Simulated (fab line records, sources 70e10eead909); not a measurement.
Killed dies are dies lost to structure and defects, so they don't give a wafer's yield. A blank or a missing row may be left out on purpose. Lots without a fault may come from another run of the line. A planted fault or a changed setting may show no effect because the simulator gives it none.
Which tool did it? | flow nand_harc | 24 lots, 72 wafers sampled, at 4 steps of a route of 1159

WHAT THE GAUGES READ, wafer by wafer
NHARC_A_CONTACT_CD_MEAS_15.
lot  | measured     | on        | cd_nm (nm)
L075 | day 17 01:05 | cd_sem-02 | 90.0 91.0 89.7
L076 | day 17 01:54 | cd_sem-02 | 90.1 90.3 90.2
L074 | day 17 11:23 | cd_sem-02 | 90.3 89.8 90.2
L079 | day 18 05:05 | cd_sem-01 | 90.3 90.4 90.8
L080 | day 18 08:10 | cd_sem-02 | 90.2 89.9 90.1
L077 | day 18 16:28 | cd_sem-03 | 89.3 89.0 89.8
L078 | day 18 22:07 | cd_sem-03 | 89.2 88.5 88.8
L081 | day 19 00:41 | cd_sem-01 | 90.8 90.1 90.9
L083 | day 19 13:26 | cd_sem-03 | 89.0 88.7 88.7
L082 | day 19 13:50 | cd_sem-02 | 90.4 90.0 89.1
L084 | day 19 18:24 | cd_sem-03 | 89.0 90.1 89.3
L085 | day 20 01:44 | cd_sem-03 | 90.6 90.6 90.4
L088 | day 20 02:26 | cd_sem-01 | 89.9 90.1 89.2
L086 | day 20 14:05 | cd_sem-02 | 89.3 88.5 89.2
L090 | day 21 00:32 | cd_sem-02 | 90.1 88.6 89.5
L087 | day 21 02:50 | cd_sem-02 | 89.0 89.5 89.6
L089 | day 21 05:54 | cd_sem-01 | 90.4 89.9 89.6
L091 | day 21 09:32 | cd_sem-03 | 90.6 89.7 90.6
L093 | day 21 22:04 | cd_sem-03 | 88.8 89.1 88.7
L094 | day 22 01:12 | cd_sem-03 | 90.2 89.5 89.7
L092 | day 22 02:19 | cd_sem-01 | 89.1 89.8 90.5
L095 | day 22 07:04 | cd_sem-02 | 90.0 90.1 90.7
L096 | day 22 16:05 | cd_sem-02 | 90.0 89.3 88.6
L097 | day 23 06:18 | cd_sem-02 | 89.7 90.3 89.6

NHARC_A_M0_CD_MEAS_09: target cd 80 nm.
lot  | measured     | on        | cd_nm (nm)
L075 | day 17 23:40 | cd_sem-01 | 78.9 79.4 79.8
L076 | day 17 23:58 | cd_sem-03 | 79.1 79.9 79.4
L074 | day 18 03:45 | cd_sem-03 | 79.2 81.0 79.7
L079 | day 18 14:25 | cd_sem-02 | 79.6 80.5 80.0
L080 | day 18 18:26 | cd_sem-01 | 80.0 80.8 79.9
L077 | day 19 04:08 | cd_sem-02 | 80.7 80.4 81.5
L078 | day 19 08:32 | cd_sem-03 | 80.7 80.3 79.6
L081 | day 19 10:49 | cd_sem-02 | 80.0 78.8 79.1
L083 | day 19 21:12 | cd_sem-03 | 80.7 80.1 80.4
L082 | day 20 01:40 | cd_sem-01 | 80.0 80.3 79.6
L084 | day 20 11:08 | cd_sem-01 | 78.8 80.2 80.5
L085 | day 20 15:12 | cd_sem-02 | 80.3 81.0 81.1
L088 | day 20 14:53 | cd_sem-02 | 80.5 81.2 80.2
L086 | day 21 02:32 | cd_sem-03 | 80.4 80.7 80.2
L090 | day 22 03:31 | cd_sem-02 | 80.1 79.4 79.8
L087 | day 22 03:57 | cd_sem-03 | 80.9 80.8 81.1
L089 | day 22 05:05 | cd_sem-03 | 81.4 80.0 80.7
L091 | day 22 08:09 | cd_sem-03 | 80.0 81.0 79.8
L093 | day 22 08:59 | cd_sem-02 | 80.0 80.5 80.6
L094 | day 22 09:28 | cd_sem-03 | 79.7 81.0 79.6
L092 | day 22 10:19 | cd_sem-01 | 80.7 80.4 81.3
L095 | day 22 14:53 | cd_sem-03 | 80.2 79.5 79.9
L096 | day 23 06:59 | cd_sem-03 | 81.1 79.5 78.8
L097 | day 23 13:20 | cd_sem-03 | 80.8 79.2 79.5

WHICH TOOL RAN EACH LOT (tool, then ch and the chambers of the sampled wafers, then the start)
lot  | NHARC_A_CONTACT_ETCH_30                       | NHARC_A_CONTACT_ETCH_134
L075 | rie_diel-02 ch 2,3, day 16 23:50 or earlier   | har_cap_etch-01 ch 0,1, day 16 23:50
L076 | rie_diel-09 ch 0,2,3, day 17 00:17 or earlier | har_cap_etch-03 ch 0,1, day 17 00:17
L074 | rie_diel-09 ch 0,1,2, day 17 09:44 or earlier | har_cap_etch-03 ch 0,1, day 17 09:44
L079 | rie_diel-03 ch 0,1,3, day 18 03:31 or earlier | har_cap_etch-03 ch 0,1, day 18 03:31
L080 | rie_diel-02 ch 2,3, day 18 06:38 or earlier   | har_cap_etch-03 ch 0,1, day 18 06:38
L077 | rie_diel-09 ch 0,2,3, day 18 15:07 or earlier | har_cap_etch-03 ch 0,1, day 18 15:07
L078 | rie_diel-09 ch 1,2,3, day 18 20:50 or earlier | har_cap_etch-02 ch 0,1, day 18 20:50
L081 | rie_diel-09 ch 1,2, day 18 23:21 or earlier   | har_cap_etch-01 ch 0,1, day 18 23:21
L083 | rie_diel-09 ch 0,3, day 19 12:08 or earlier   | har_cap_etch-02 ch 0,1, day 19 12:08
L082 | rie_diel-03 ch 0,1,3, day 19 12:32 or earlier | har_cap_etch-01 ch 0,1, day 19 12:32
L084 | rie_diel-09 ch 1,2,3, day 19 16:44 or earlier | har_cap_etch-03 ch 0,1, day 19 16:44
L085 | rie_diel-09 ch 0,1,2, day 20 00:25 or earlier | har_cap_etch-02 ch 0,1, day 20 00:25
L088 | rie_diel-03 ch 0,1,3, day 20 01:11 or earlier | har_cap_etch-01 ch 0,1, day 20 01:11
L086 | rie_diel-02 ch 2,3, day 20 12:47 or earlier   | har_cap_etch-02 ch 0,1, day 20 12:47
L090 | rie_diel-03 ch 0,1,2, day 20 23:13 or earlier | har_cap_etch-02 ch 0,1, day 20 23:13
L087 | rie_diel-09 ch 0,1,2, day 21 01:31 or earlier | har_cap_etch-01 ch 0,1, day 21 01:31
L089 | rie_diel-09 ch 0,1,3, day 21 04:35 or earlier | har_cap_etch-02 ch 0,1, day 21 04:35
L091 | rie_diel-09 ch 0,1,3, day 21 08:16 or earlier | har_cap_etch-01 ch 0,1, day 21 08:16
L093 | rie_diel-03 ch 1,2,3, day 21 20:50 or earlier | har_cap_etch-02 ch 0,1, day 21 20:50
L094 | rie_diel-09 ch 0,1,3, day 21 23:54 or earlier | har_cap_etch-01 ch 0,1, day 21 23:54
L092 | rie_diel-02 ch 0,1,2, day 22 00:56 or earlier | har_cap_etch-02 ch 0,1, day 22 00:56
L095 | rie_diel-09 ch 0,2,3, day 22 05:49 or earlier | har_cap_etch-02 ch 0,1, day 22 05:49
L096 | rie_diel-02 ch 0,2,3, day 22 14:46 or earlier | har_cap_etch-01 ch 0,1, day 22 14:46
L097 | rie_diel-09 ch 0,1,3, day 23 04:59 or earlier | har_cap_etch-01 ch 0,1, day 23 04:59
- NHARC_A_CONTACT_ETCH_30: etches the open film in CF4/CHF3, target depth 60.5 nm, time 30.2 s.
- NHARC_A_CONTACT_ETCH_134: etches the open film in C4F8/O2/Ar, time 140 s, target depth 700 nm.

WHAT THE TOOLS THEMSELVES READ (means of the sampled wafers that have a number; where no wafer has one, the mark that the record gives instead)
NHARC_A_CONTACT_ETCH_30.
lot  | tool        | cf4_flow_sccm (sccm) | chamber_pressure_mTorr (mTorr) | drypump_motor_current_A (A) | oes_product_au (a.u.) | rf_vpp_V (V) | showerhead_plenum_p_Torr (Torr) | throttle_valve_pct (%)
L075 | rie_diel-02 | 99.8                 | 25.001                         | 6.0                         | 0.981                 | 371.5        | 1.58                            | 16.800
L076 | rie_diel-09 | 100.0                | 24.990                         | 6.0                         | 0.969                 | 369.2        | 1.52                            | 16.797
L074 | rie_diel-09 | 99.8                 | 24.988                         | 5.7                         | 0.923                 | 367.5        | 1.48                            | 16.803
L079 | rie_diel-03 | 99.9                 | 25.023                         | 5.7                         | 0.922                 | 369.2        | 1.54                            | 16.802
L080 | rie_diel-02 | 99.5                 | 24.989                         | 5.9                         | 0.927                 | 371.3        | 1.58                            | 16.810
L077 | rie_diel-09 | 100.2                | 25.001                         | 6.0                         | 0.922                 | 368.4        | 1.51                            | 16.801
L078 | rie_diel-09 | 100.1                | 25.006                         | 5.9                         | 0.926                 | 368.9        | 1.51                            | 16.803
L081 | rie_diel-09 | 99.9                 | 25.015                         | 5.8                         | 0.919                 | 367.1        | 1.47                            | 16.797
L083 | rie_diel-09 | 99.9                 | 25.003                         | 6.0                         | 0.977                 | 370.1        | 1.56                            | 16.797
L082 | rie_diel-03 | 100.0                | 25.013                         | 5.7                         | 0.954                 | 369.4        | 1.54                            | 16.795
L084 | rie_diel-09 | 99.9                 | 25.004                         | 5.9                         | 0.924                 | 371.5        | 1.59                            | 16.799
L085 | rie_diel-09 | 100.3                | 24.998                         | 5.8                         | 0.972                 | 370.2        | 1.56                            | 16.794
L088 | rie_diel-03 | 100.2                | 24.984                         | 5.7                         | 0.948                 | 368.7        | 1.54                            | 16.806
L086 | rie_diel-02 | 100.0                | 24.979                         | 6.2                         | 0.921                 | 372.5        | 1.63                            | 16.804
L090 | rie_diel-03 | 100.0                | 25.001                         | 5.8                         | 0.927                 | 370.5        | 1.58                            | 16.797
L087 | rie_diel-09 | 99.7                 | 25.013                         | 5.8                         | 0.963                 | 370.4        | 1.56                            | 16.814
L089 | rie_diel-09 | 99.9                 | 25.014                         | 5.8                         | 0.966                 | 369.0        | 1.52                            | 16.804
L091 | rie_diel-09 | 100.0                | 24.994                         | 5.8                         | 0.928                 | 369.5        | 1.52                            | 16.805
L093 | rie_diel-03 | 99.8                 | 25.000                         | 5.8                         | 0.933                 | 370.9        | 1.56                            | 16.800
L094 | rie_diel-09 | 99.7                 | 24.993                         | 5.8                         | 0.926                 | 368.2        | 1.52                            | 16.809
L092 | rie_diel-02 | 100.3                | 25.006                         | 5.7                         | 0.922                 | 370.2        | 1.57                            | 16.807
L095 | rie_diel-09 | 100.1                | 25.005                         | 6.0                         | 0.947                 | 370.9        | 1.59                            | 16.806
L096 | rie_diel-02 | 100.2                | 24.993                         | 6.2                         | 0.971                 | 371.9        | 1.57                            | 16.798
L097 | rie_diel-09 | 100.0                | 25.015                         | 5.8                         | 0.974                 | 370.0        | 1.52                            | 16.807

NHARC_A_CONTACT_ETCH_134.
lot  | tool            | chamber_pressure_mTorr (mTorr)
L075 | har_cap_etch-01 | 19.990
L076 | har_cap_etch-03 | 20.005
L074 | har_cap_etch-03 | 20.013
L079 | har_cap_etch-03 | 20.007
L080 | har_cap_etch-03 | 19.991
L077 | har_cap_etch-03 | 20.000
L078 | har_cap_etch-02 | 19.990
L081 | har_cap_etch-01 | 19.995
L083 | har_cap_etch-02 | 20.008
L082 | har_cap_etch-01 | 19.989
L084 | har_cap_etch-03 | 19.992
L085 | har_cap_etch-02 | 19.997
L088 | har_cap_etch-01 | 19.997
L086 | har_cap_etch-02 | 19.999
L090 | har_cap_etch-02 | 19.991
L087 | har_cap_etch-01 | 20.045
L089 | har_cap_etch-02 | 20.015
L091 | har_cap_etch-01 | 20.022
L093 | har_cap_etch-02 | 20.004
L094 | har_cap_etch-01 | 19.985
L092 | har_cap_etch-02 | 19.986
L095 | har_cap_etch-02 | 20.002
L096 | har_cap_etch-01 | 20.004
L097 | har_cap_etch-01 | 20.003

THE ANSWER, worked out from the rows above alone
Rule: what is usual is taken from the lots themselves. Put in order of their means at a reading, lots are off if they are a third of the lots or fewer, leave a main group of 4 or more, and stand apart from it by a gap of 3 or more times the standard deviation of the main group's means; of several such gaps the widest counts. A main group whose means are all the same, to the digits that the tables above print for the reading, isn't used. A lot without any number at a reading at which 4 lots or more have one is off too. The other lots that the step has rows for count as sound. The gauges are gone through in route order, then the tools' own readings, and for those a lot's mean is taken as printed above. The first step at which some lot is off is used, and at that step the reading that is off furthest; a lot without a number counts as furthest.
No lot is off at any reading shown: from this, nothing can be told.

WHAT THE SIMULATOR HAD PUT IN
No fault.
